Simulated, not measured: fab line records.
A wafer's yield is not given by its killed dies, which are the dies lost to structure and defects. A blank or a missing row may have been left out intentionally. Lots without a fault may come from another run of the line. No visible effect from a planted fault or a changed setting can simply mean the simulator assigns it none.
Code-filled problem report in 8D (eight disciplines) form :: flow nandHarc :: the parts of the form that need people (team, actions taken, sign-off) are left out

== 1. PROBLEM STATEMENT ==
On 3 wafers of 1 lot, killedAtPeriphery at NHARC_END_SORT_01 has a mean of 43.0; fault-free wafers read 3.7, standard deviation 2.6. That puts it +15 standard deviations away from the usual mean.
First observed at day 28 07:16: wafer L659.1, on prober-01. The record holds 3 wafers of 1 lot with a number at this step. By rule, "out" or "out of limits" means more than 4 standard deviations away from the usual mean. All remaining wafers that have a number are taken as sound.

== 2. WHAT THIS IS AND IS NOT ==
question: which readings at this step
is: killedAtPeriphery
is not: killedAtArray, killedAtOther, killedShort

question: which lots
is: L659
is not: -

question: which wafers of those lots
is: all that have a number
is not: -

question: read on which gauges
is: prober-01
is not: -

question: when
is: from day 28 07:16
is not: up to then (0 sound wafers)

== 3. WHAT RULES OUT EACH SUSPECT ==
Counting: any tool at a process step up to the reading is kept as a suspect provided that every lot that is out went through it and no sound lot did after the first of them.
- the gauge at NHARC_END_SORT_01: kept. All the wafers that are out were read on prober-01, and no step on other tools shows them out.
- wetBench-07 at NHARC_P_GATE_STRIP_96 (strips in SPM, time 900 s): kept. It ran the lot that is out, L659 (day 9 15:49), and no sound lot after that.
- rieDiel-07 at NHARC_A_BONDPAD_DESCUM_11 (chemistry O2, time 3 s): kept. It ran the lot that is out, L659 (day 26 22:19), and no sound lot after that.
- rieDiel-07 at NHARC_A_BONDPAD_ETCH_34 (etches the open film in N2/H2, target depth 60 nm, overetch 18 nm, time 65.91 s): kept. It ran the lot that is out, L659 (day 26 22:23), and no sound lot after that.
Left after counting: wetBench-07 at NHARC_P_GATE_STRIP_96, rieDiel-07 at NHARC_A_BONDPAD_DESCUM_11, rieDiel-07 at NHARC_A_BONDPAD_ETCH_34, prober-01 at NHARC_END_SORT_01.

== 4. THE CAUSE (what the simulator had put in) ==
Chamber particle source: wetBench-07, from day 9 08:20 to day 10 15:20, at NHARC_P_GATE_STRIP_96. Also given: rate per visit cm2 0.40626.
Counting leaves 4 suspects; this tool is one of them.

== 5. THE EFFECT CHAIN, in route order ==
Rows list readings where the struck wafers' mean (over those with a number) sits beyond 3 standard deviations from the usual. Only readings whose record carries a usual standard deviation are examined. hours: median over the lots of the time between each lot's start at the first step of this table that gives one and its start at this step. sigmas: the change, counted in usual standard deviations.
hours: 0
step: NHARC_END_SORT_01
reading: killedAtPeriphery
usual: 3.7
on struck wafers: 43.0
change: +39.3
sigmas: +15

== 6. HOW IT WOULD HAVE BEEN CAUGHT EARLIER ==
The first out-of-limits reading at a measuring or inspecting step in this record came at day 28 07:16, 455 hours after the fault's start at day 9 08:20.
By day 28 07:16, every lot that is out (1) had started NHARC_P_GATE_STRIP_96 on wetBench-07. A hold on the tool at that time would have spared none of them.
